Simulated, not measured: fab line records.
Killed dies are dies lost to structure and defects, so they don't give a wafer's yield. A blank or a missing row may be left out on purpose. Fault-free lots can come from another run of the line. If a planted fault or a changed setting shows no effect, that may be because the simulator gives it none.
Which tool was responsible? -- flow nand-harc -- 6 lots, 18 wafers sampled, at 5 steps of a route of 1302

== WHAT THE GAUGES SHOWED, per wafer ==
NHARC_END_SORT_01.
lot,measured,on,killed-at-array
L327,day 27 10:31,prober-02,674 674 672
L328,day 27 22:22,prober-02,674 674 673

== TOOL THAT RAN EACH LOT (tool first, then ch and the chambers of the sampled wafers, then the start) ==
lot,NHARC_A_STAIRCASE_STRIP_175,NHARC_A_STAIRCASE_ETCH_190,NHARC_A_STAIRCASE_TRIM_196,NHARC_A_STAIRCASE_ETCH_203
L327,"plasma-asher-02 ch 1, day 19 04:14","rie-diel-02 ch 0,2, day 19 06:04","rie-diel-02 ch 0,1,3, day 19 06:41","rie-diel-02 ch 1,3, day 27 10:31 or earlier"
L328,"plasma-asher-01 ch 0,1, day 19 19:40","rie-diel-02 ch 0,1,3, day 19 21:29","rie-diel-13 ch 0,1,2, day 19 22:38","rie-diel-13 ch 0,2, day 27 22:22 or earlier"
L335,"plasma-asher-02 ch 0,1, day 22 21:07","rie-diel-04 ch 0,3, day 23 02:28","rie-diel-04 ch 0,1,3, day 23 03:05","rie-diel-04 ch 0,1,3, no start"
L338,"plasma-asher-02 ch 0,1, day 23 11:55","rie-diel-13 ch 0,2, day 23 13:51","rie-diel-13 ch 1,2,3, day 23 14:31","rie-diel-13 ch 0,1,3, no start"
L341,"plasma-asher-01 ch 0,1, day 25 00:44","rie-diel-13 ch 0,2, day 25 02:37","rie-diel-04 ch 0,1, day 25 03:28","rie-diel-04 ch 1,2,3, no start"
L342,"plasma-asher-01 ch 1, day 25 04:05","rie-diel-13 ch 1,2, day 25 06:31","rie-diel-13 ch 1,2,3, day 25 07:19","rie-diel-13 ch 2,3, no start"
- NHARC_A_STAIRCASE_STRIP_175: strips in O2.
- NHARC_A_STAIRCASE_ETCH_190: etches the open film in C4F8/O2, target depth 100 nm, time 40.5 s.
- NHARC_A_STAIRCASE_TRIM_196: chemistry O2, time 211.2 s.
- NHARC_A_STAIRCASE_ETCH_203: etches the open film in C4F8/O2, target depth 100 nm, time 40.5 s.

== THE ANSWER, worked out from the rows above alone ==
Rule: the lots themselves supply what counts as usual. Put in order of their means at a reading, lots are off if they are a third of the lots or fewer, leave a main group of 4 or more, and stand apart from it by a gap of 3 or more times the standard deviation of the main group's means; of several such gaps the widest counts. If all means in a main group match to the digits the tables above print for the reading, that group is not used. A lot without any number at a reading at which 4 lots or more have one is off too. Where the step has rows for the other lots, those lots are counted as sound.
No lot is off at any reading shown: from this, nothing can be told.

== WHAT WAS PUT IN BY THE SIMULATOR ==
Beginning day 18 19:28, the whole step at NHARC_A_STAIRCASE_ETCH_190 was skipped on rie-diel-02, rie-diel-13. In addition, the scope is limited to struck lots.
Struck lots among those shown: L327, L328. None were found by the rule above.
